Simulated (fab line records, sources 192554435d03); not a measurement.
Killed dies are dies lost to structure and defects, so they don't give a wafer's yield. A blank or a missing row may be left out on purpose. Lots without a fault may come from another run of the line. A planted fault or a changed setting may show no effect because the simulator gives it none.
Split-lot experiment | flow n5_finfet | 7 lots, 21 wafers read, on a route of 1938 steps

THE SPLIT
At N5_BEOL_M4_ETCH_70 (etches SOC in N2/H2, target depth 80 nm, overetch 24 nm, time 130 s), the setting bias_w was moved away from the recipe's 150 W on 6 of the 21 wafers read, by -14.5% to +13.7%. The other wafers ran this setting at the recipe's value.

The reading is taken at the split's own step.

THE READING
rf_vpp_V, in V, at N5_BEOL_M4_ETCH_70 (etches SOC in N2/H2, target depth 80 nm, overetch 24 nm, time 130 s). Fault-free wafers of this fab line usually give 525.4 V, standard deviation 2.3 V.

wafer  | tool, chamber at the split | bias_w as run, W | against the recipe | rf_vpp_V, V | against lot-mates on the recipe
L079.1 | rie_diel-02, 0             | 150              | recipe             | 526.2       | -
L079.3 | rie_diel-02, 2             | 150              | recipe             | 529.6       | -
L079.5 | rie_diel-02, 1             | 150              | recipe             | 522.6       | -
L082.2 | rie_diel-05, 2             | 150              | recipe             | 527.8       | -
L082.4 | rie_diel-05, 1             | 150              | recipe             | 522.8       | -
L082.5 | rie_diel-05, 1             | 150              | recipe             | 521.2       | -
L087.1 | rie_diel-05, 2             | 167.2            | +11.5%             | 562.6       | +36.0
L087.3 | rie_diel-05, 0             | 167.2            | +11.5%             | 563.9       | +37.3
L087.4 | rie_diel-05, 2             | 150              | recipe             | 526.6       | -
L091.3 | rie_diel-02, 1             | 128.3            | -14.5%             | 473.6       | -47.0
L091.4 | rie_diel-02, 0             | 128.3            | -14.5%             | 477.2       | -43.4
L091.5 | rie_diel-02, 1             | 150              | recipe             | 520.6       | -
L093.1 | rie_diel-02, 1             | 150              | recipe             | 522.0       | -
L093.2 | rie_diel-02, 3             | 150              | recipe             | 528.4       | -
L093.4 | rie_diel-02, 0             | 150              | recipe             | 525.1       | -
L094.1 | rie_diel-02, 3             | 170.5            | +13.7%             | 571.0       | +45.4
L094.2 | rie_diel-02, 0             | 150              | recipe             | 525.4       | -
L094.6 | rie_diel-02, 0             | 150              | recipe             | 525.9       | -
L096.2 | rie_diel-02, 2             | 150              | recipe             | 528.4       | -
L096.4 | rie_diel-02, 3             | 156.9            | +4.6%              | 543.9       | +16.9
L096.5 | rie_diel-02, 0             | 150              | recipe             | 525.7       | -

THE FIT
A straight line over all 21 wafers: rf_vpp_V changes by +3.4 V for each +1% of bias_w; r = +0.99; the points scatter about the line by 2.6 V.
The same after taking each lot's own level away (the mean of its wafers on the recipe; 21 wafers): +3.2 V for each +1%; r = +1.00; scatter 2.1 V.
On that fit, the largest move of bias_w shifts the reading by 46 V.
The lots' own levels span 520.60 to 527.05 V, that is 2.8 times the standard deviation above.
So the lot-to-lot level changes the slope little: the two slopes agree.
Check: with one of the wafers moved furthest among these (-14.5%) left out of the fit, the line predicts -45.5 V for it against its lot-mates. It came out at -47 V against them.
Tool readings at the split's step, against how far the setting was moved: rf_vpp_V r = +0.99.

OTHER SPLITS ON THESE WAFERS
These wafers also went through other splits before the reading. Each is held against what the fit with the lots' levels taken away leaves over:
other split on the same wafers         | wafers away from the commonest value | r with rf_vpp_V (lot level and that fit taken away)
N5_MOL_CONTACT_COAG_EXPOSE_37 dose_mj  | 10                                   | -0.03
N5_MOL_CONTACT_COAG_ALD_133 ald_cycles | 8                                    | +0.10
N5_BEOL_M0_SAQP_ETCH_107 source_w      | 6                                    | -0.02
N5_BEOL_M0_CUTY_ETCH_63 source_w       | 7                                    | -0.01
N5_BEOL_M0_ETCH_138 source_w           | 6                                    | +0.21
N5_BEOL_M2_ETCH_64 bias_w              | 8                                    | +0.09
N5_BEOL_M4_COAT_22 spin_rpm            | 6                                    | +0.08

THE WHOLE CHAIN: every reading that the file lists as answering this split, in the file's order
step               | what it does                                                        | reading                                                                          | change (the file's fit)               | r (the file's)
N5_BEOL_M4_ETCH_70 | etches SOC in N2/H2, target depth 80 nm, overetch 24 nm, time 130 s | rf_vpp_V                                                                         | +3.23 V for each +1% of the setting   | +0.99
N5_BEOL_M4_ETCH_70 | etches SOC in N2/H2, target depth 80 nm, overetch 24 nm, time 130 s | SiARC_of_BEOL_M4_COAT_68.thk_nm (the simulator's own value, which no gauge read) | -0.078 nm for each +1% of the setting | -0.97

THE FILE'S OWN FIT
rf_vpp_V changes by +3.23 V for each +1% of bias_w, r = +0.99.
